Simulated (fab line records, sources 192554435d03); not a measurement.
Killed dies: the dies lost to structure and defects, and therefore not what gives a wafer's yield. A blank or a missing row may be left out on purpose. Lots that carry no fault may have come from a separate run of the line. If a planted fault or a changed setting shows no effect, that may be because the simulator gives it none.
A single fault, viewed from 3 desks    flow n5Finfet    each desk has only its own numbers; what lay behind them comes last

## THE TOOL OWNER'S DESK: pecvd-02
The tool's own readings at N5_FIN_SAQP_HM_DEP_03 (deposits SiNx from SiH4/NH3/N2, target thk 38 nm, time 33.6 s): means of the sampled wafers that have a number, for each lot that ran on this tool. If a lot's mean is further than 4 standard deviations from the usual mean, the lot is out of limits and carries the mark OUT (the distance appears in the brackets).
Columns: A = heaterPowerW at N5_FIN_SAQP_HM_DEP_03, usual 812 W; B = showerheadPlenumPTorr at N5_FIN_SAQP_HM_DEP_03, usual 5.15 Torr; C = throttleValvePct at N5_FIN_SAQP_HM_DEP_03, usual 39.4 %
lot   first seen here  A    B     C
L939  day 2 20:30      695  5.12  39.1
L947  day 4 22:14      728  5.15  38.9
L950  day 5 14:20      710  5.11  39.4
Result from this desk: across the 3 lots, nothing is out of limits.

## THE DEFECT DESK
Inspection counts along the route, by lot: the mean over sampled wafers that carry a number. If a lot's mean is further than 4 standard deviations from the usual mean, the lot is out of limits and carries the mark OUT (the distance appears in the brackets).
Columns: A = rawDefectCount at N5_FIN_SAQP_INSPECT_18, usual 414; B = rawDefectCount at N5_FIN_SAQP_INSPECT_40, usual 231; C = rawDefectCount at N5_FIN_CUT_INSPECT_10, usual 42; D = rawDefectCount at N5_FIN_CUT_INSPECT_17, usual 234
lot   first seen here  A    B    C              D
L937  day 2 10:06      401  211  33             200
L938  day 2 16:25      448  207  50             233
L939  day 2 21:20      440  160  28             153
L945  day 4 09:38      670  329  62             334
L947  day 4 22:58      295  263  46             290
L950  day 5 15:04      557  446  185 (+11) OUT  474
L951  day 5 21:29      435  257  47             268
L952  day 6 04:17      390  287  57             257
This desk's finding: out of limits on L950; first on L950, day 5 20:36 (rawDefectCount at N5_FIN_CUT_INSPECT_10). L937, L938, L939, L945, L947, L951, L952: within limits.

## AT THE METROLOGY DESK
What the gauges read for every lot (on any tool): the sampled wafers with a number, averaged. If a lot's mean is further than 4 standard deviations from the usual mean, the lot is out of limits and carries the mark OUT (the distance appears in the brackets). Readings shown: 7 of its 10, picked as those furthest out on some lot.
Columns: A = DIBL_N at N5_BEOL_M4_RC_MEAS_101, usual 36.4 mV/V; B = DIBL_P at N5_BEOL_M4_RC_MEAS_101, usual 36.5 mV/V; C = IOFF_P at N5_BEOL_M4_RC_MEAS_101, usual 0.202 nA/um; D = ION_P at N5_BEOL_M4_RC_MEAS_101, usual 460 uA/um; E = SS_P at N5_BEOL_M4_RC_MEAS_101, usual 73.4 mV/dec; F = VT_N at N5_BEOL_M4_RC_MEAS_101, usual 250.9 mV; G = VT_P at N5_BEOL_M4_RC_MEAS_101, usual -251.4 mV
lot   first seen here  A     B     C      D    E     F      G
L937  day 8 07:36      36.7  36.6  0.195  455  73.9  251.9  -254.0
L939  day 8 10:06      37.9  38.0  0.192  450  73.5  248.8  -254.2
L938  day 8 14:12      37.3  36.4  0.161  446  73.6  254.6  -256.9
L945  day 10 04:52     36.2  35.4  0.209  466  72.5  249.4  -250.7
L947  day 10 14:14     35.8  38.9  0.188  456  73.5  251.0  -253.6
L950  day 11 21:14     36.1  35.1  0.204  455  73.6  251.3  -249.9
L951  day 12 01:38     34.5  35.2  0.194  459  73.0  253.5  -250.0
L952  day 12 04:25     35.7  35.4  0.192  455  73.3  253.5  -254.6
Result from this desk: across the 8 lots, nothing is out of limits.

## BROUGHT TOGETHER
The defect desk could have raised an alarm at day 5 20:36, on L950.
The tool owner's desk saw nothing out of limits.
From the metrology desk's view, nothing was out of limits.
On record at the tool owner's desk: L950, within its limits.
The metrology desk has L950 on record, within its limits.
All the named lots went through N5_FIN_SAQP_HM_DEP_03 on pecvd-02.

## WHAT THE SIMULATOR PUT IN
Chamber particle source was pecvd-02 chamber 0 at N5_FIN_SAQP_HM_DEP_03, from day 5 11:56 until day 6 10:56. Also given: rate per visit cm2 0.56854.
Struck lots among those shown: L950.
Hours from the fault's start to each desk's first reading out of limits: the defect desk, 9.
